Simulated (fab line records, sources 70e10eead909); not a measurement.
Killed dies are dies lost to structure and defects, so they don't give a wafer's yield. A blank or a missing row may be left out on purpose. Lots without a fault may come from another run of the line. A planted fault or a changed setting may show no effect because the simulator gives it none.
Which tool did it? | flow nand_harc | 12 lots, 36 wafers sampled, at 4 steps of a route of 1159

WHAT THE GAUGES READ, wafer by wafer
NHARC_A_SLIT_CD_MEAS_09: target cd 300 nm. Usual: cd_nm 299.9 nm, standard deviation 0.59.
lot  | measured     | on        | cd_nm (nm)        | flag
L656 | day 14 13:23 | cd_sem-03 | 299.0 299.4 299.9 |
L655 | day 14 23:16 | cd_sem-02 | 299.5 300.6 300.5 |
L661 | day 15 08:28 | cd_sem-01 | 299.9 300.1 299.1 |
L660 | day 15 09:04 | cd_sem-02 | 299.4 299.0 299.0 |
L662 | day 16 02:34 | cd_sem-01 | 298.6 300.8 300.3 |
L663 | day 16 16:38 | cd_sem-01 | 299.4 300.1 301.0 |
L664 | day 17 11:26 | cd_sem-02 | 299.3 299.8 300.9 |
L666 | day 17 10:32 | cd_sem-01 | 286.1 285.1 284.1 | OFF
L671 | day 18 08:38 | cd_sem-03 | 287.0 287.3 287.5 | OFF
L675 | day 19 06:56 | cd_sem-03 | 299.3 301.1 300.6 |
L676 | day 19 07:05 | cd_sem-01 | 300.0 300.7 299.7 |
L677 | day 19 18:33 | cd_sem-02 | 299.1 300.0 299.6 |

NHARC_A_SLIT_OVL_MEAS_10. Usual: overlay_x_nm 0.1 nm, standard deviation 0.74; overlay_y_nm -0.1 nm, standard deviation 0.72.
lot  | measured     | on         | overlay_x_nm (nm) | overlay_y_nm (nm) | flag
L656 | day 14 13:29 | overlay-02 | -0.3 -0.6 -0.4    | -0.2 -0.1 -1.1    |
L655 | day 14 23:20 | overlay-02 | -0.8 -0.1 -0.2    | 0.7 0.5 0.7       |
L661 | day 15 08:34 | overlay-01 | -0.9 -1.2 -0.7    | 0.2 0.3 1.3       |
L660 | day 15 09:10 | overlay-02 | 1.0 0.8 1.0       | -0.6 -0.5 -0.6    |
L662 | day 16 02:38 | overlay-02 | -0.1 0.3 0.9      | -0.4 -0.2 -0.3    |
L663 | day 16 16:43 | overlay-01 | -0.7 -0.5 -1.0    | 1.6 1.7 1.8       |
L664 | day 17 11:31 | overlay-01 | 0.6 -0.5 0.4      | 0.0 -0.2 0.2      |
L666 | day 17 10:37 | overlay-01 | 1.8 1.7 1.5       | 0.6 0.5 -0.1      |
L671 | day 18 08:44 | overlay-02 | 0.3 0.9 0.8       | 0.2 0.1 -0.9      |
L675 | day 19 07:01 | overlay-02 | 0.4 0.3 0.5       | 0.2 0.5 0.3       |
L676 | day 19 07:11 | overlay-01 | 0.4 -0.3 0.0      | 0.2 0.7 0.3       |
L677 | day 19 18:38 | overlay-01 | -0.2 0.0 0.5      | -0.8 -0.5 0.1     |

WHICH TOOL RAN EACH LOT (tool, then ch and the chambers of the sampled wafers, then the start)
lot  | NHARC_A_SGD_CUT_ETCH_59                       | NHARC_A_SLIT_EXPOSE_06
L656 | rie_diel-08 ch 1,2,3, day 14 13:15 or earlier | arfi_scanner-01 ch 0, day 14 13:15
L655 | rie_diel-08 ch 2,3, day 14 23:07 or earlier   | arfi_scanner-01 ch 0, day 14 23:07
L661 | rie_diel-04 ch 0,1,3, day 15 08:20 or earlier | arfi_scanner-03 ch 0, day 15 08:20
L660 | rie_diel-08 ch 1,2,3, day 15 08:55 or earlier | arfi_scanner-01 ch 0, day 15 08:55
L662 | rie_diel-02 ch 1,2, day 16 02:25 or earlier   | arfi_scanner-02 ch 0, day 16 02:25
L663 | rie_diel-04 ch 0,2,3, day 16 16:29 or earlier | arfi_scanner-03 ch 0, day 16 16:29
L664 | rie_diel-04 ch 1,2, day 17 11:17 or earlier   | arfi_scanner-02 ch 0, day 17 11:17
L666 | rie_diel-02 ch 0,2,3, day 17 10:24 or earlier | arfi_scanner-03 ch 0, day 17 10:24
L671 | rie_diel-02 ch 0,1,2, day 18 08:30 or earlier | arfi_scanner-03 ch 0, day 18 08:30
L675 | rie_diel-08 ch 1,2, day 19 06:47 or earlier   | arfi_scanner-01 ch 0, day 19 06:47
L676 | rie_diel-04 ch 0,2, day 19 06:57 or earlier   | arfi_scanner-02 ch 0, day 19 06:57
L677 | rie_diel-02 ch 0,2,3, day 19 18:25 or earlier | arfi_scanner-02 ch 0, day 19 18:25
- NHARC_A_SGD_CUT_ETCH_59: etches the open film in N2/H2, target depth 260 nm, time 406.25 s.
- NHARC_A_SLIT_EXPOSE_06: exposes mask SLIT.

WHAT THE TOOLS THEMSELVES READ (means of the sampled wafers that have a number; where no wafer has one, the mark that the record gives instead)
NHARC_A_SGD_CUT_ETCH_59. Usual: drypump_motor_current_A 5.8 A, standard deviation 0.39; oes_product_au 0.995 a.u., standard deviation 0.012; rf_vpp_V 430.8 V, standard deviation 2.8; showerhead_plenum_p_Torr 2.05 Torr, standard deviation 0.099; throttle_valve_pct 14.171 %, standard deviation 0.0098.
lot  | tool        | drypump_motor_current_A (A) | oes_product_au (a.u.) | rf_vpp_V (V) | showerhead_plenum_p_Torr (Torr) | throttle_valve_pct (%) | flag
L656 | rie_diel-08 | 5.2                         | 1.002                 | 429.9        | 2.01                            | 14.172                 |
L655 | rie_diel-08 | 5.2                         | 1.007                 | 430.5        | 2.03                            | 14.169                 |
L661 | rie_diel-04 | 5.7                         | 0.999                 | 432.2        | 2.09                            | 14.163                 |
L660 | rie_diel-08 | 5.2                         | 1.004                 | 428.9        | 2.01                            | 14.172                 |
L662 | rie_diel-02 | 6.1                         | 0.994                 | 427.3        | 1.91                            | 14.176                 |
L663 | rie_diel-04 | 5.8                         | 0.991                 | 432.4        | 2.15                            | 14.171                 |
L664 | rie_diel-04 | 5.9                         | 0.989                 | 431.9        | 2.08                            | 14.175                 |
L666 | rie_diel-02 | 5.7                         | 0.989                 | 431.6        | 2.06                            | 14.176                 |
L671 | rie_diel-02 | 5.9                         | 0.991                 | 429.3        | 1.97                            | 14.164                 |
L675 | rie_diel-08 | 5.3                         | 1.002                 | 428.9        | 1.98                            | 14.175                 |
L676 | rie_diel-04 | 6.0                         | 0.995                 | 433.3        | 2.15                            | 14.161                 |
L677 | rie_diel-02 | 5.7                         | 0.992                 | 430.9        | 2.05                            | 14.176                 |

NHARC_A_SLIT_EXPOSE_06. Usual: exposure_dose_mJ_cm2 60.82, standard deviation 0.059.
lot  | tool            | exposure_dose_mJ_cm2 | flag
L656 | arfi_scanner-01 | 60.85                |
L655 | arfi_scanner-01 | 60.85                |
L661 | arfi_scanner-03 | 60.82                |
L660 | arfi_scanner-01 | 60.82                |
L662 | arfi_scanner-02 | 60.83                |
L663 | arfi_scanner-03 | 60.86                |
L664 | arfi_scanner-02 | 60.84                |
L666 | arfi_scanner-03 | 42.04                | OFF
L671 | arfi_scanner-03 | 45.81                | OFF
L675 | arfi_scanner-01 | 60.86                |
L676 | arfi_scanner-02 | 60.89                |
L677 | arfi_scanner-02 | 60.81                |

THE ANSWER, worked out from the rows above alone
Rule: a lot is off if the mean of its wafers that have a number lies more than 3 standard deviations from the usual mean. A lot without any number at a reading at which 4 lots or more have one is off too. The other lots that the step has rows for count as sound. The gauges are gone through in route order, then the tools' own readings, and for those a lot's mean is taken as printed above. The first step at which some lot is off is used, and at that step the reading that is off furthest; a lot without a number counts as furthest.
Off: L666, L671, at NHARC_A_SLIT_CD_MEAS_09 (cd_nm).
A tool fits if, at a process step before that reading, it ran every lot that is off, and no sound lot after the first of them. The gauges at NHARC_A_SLIT_CD_MEAS_09 aren't tried: what is off there is off at NHARC_A_SLIT_EXPOSE_06 too, on other tools, and a gauge's error can't cause that. NHARC_A_SGD_CUT_ETCH_59 gives no start for some lots, so the hours and the order of its lots are those of NHARC_A_SLIT_EXPOSE_06. One fits: arfi_scanner-03 at NHARC_A_SLIT_EXPOSE_06. Its last sound lot is L663 (day 16 16:29), its first lot that is off L666 (day 17 10:24): a fault that began between those two fits.
The tool's own readings at NHARC_A_SLIT_EXPOSE_06 bear it out: on the lots that are off they differ by more than 5 times the standard deviation of the sound lots' means. exposure_dose_mJ_cm2 reads 43.92 there against 60.84 on the sound lots.

WHAT THE SIMULATOR HAD PUT IN
Process parameter drift: arfi_scanner-03, from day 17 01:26 on, at NHARC_A_SLIT_EXPOSE_06. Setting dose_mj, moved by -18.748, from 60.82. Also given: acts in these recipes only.
Lots struck among those shown: L666, L671. The rule above found the same.
